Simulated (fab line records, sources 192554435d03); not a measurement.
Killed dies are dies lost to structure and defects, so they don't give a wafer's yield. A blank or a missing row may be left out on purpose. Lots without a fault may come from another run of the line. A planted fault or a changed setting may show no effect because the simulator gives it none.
Chamber matching | flow n5_finfet | N5_BEOL_M2_PECVD_72 on pecvd-01: 3 sister chambers
The step deposits SiO2 from TEOS/O2, target thk 16 nm, time 18 s. 3 wafers are shown with their chamber, then 9 later ones without.

WAFERS WITH THEIR CHAMBER
wafer  | chamber | throttle_valve_pct (%)
L082.4 | 2       | 22.7
L085.4 | 0       | 22.2
L085.6 | 1       | 24.0

WAFERS WITHOUT THEIR CHAMBER
wafer  | throttle_valve_pct (%)
L086.1 | 22.0
L086.2 | 23.9
L086.4 | 22.2
L084.1 | 24.0
L084.5 | 22.1
L084.6 | 24.1
L089.3 | 21.9
L089.4 | 23.9
L089.5 | 24.0

WHICH CHAMBER EACH WENT THROUGH
wafer  | from the rows above | in truth
L086.1 | 0                   | 0
L086.2 | 1                   | 1
L086.4 | 0                   | 0
L084.1 | 1                   | 1
L084.5 | 0                   | 0
L084.6 | 1                   | 1
L089.3 | 0                   | 0
L089.4 | 1                   | 1
L089.5 | 1                   | 1
Placed correctly: 9 of 9. Can't be placed from these rows: 0. Placed wrongly: 0.
How it was worked out, from the rows above alone: a wafer's distance from a chamber is the root of the sum, over the readings, of the square of ((its reading less the chamber's mean) divided by the reading's scatter). The wafer belongs to the nearest chamber; if the next one is less than 2 further off, it can't be placed. A chamber's mean is the mean of its shown wafers. The scatter: with one shown wafer a chamber, the root of the mean of the squares of how far each hidden wafer lies from its nearest shown one.
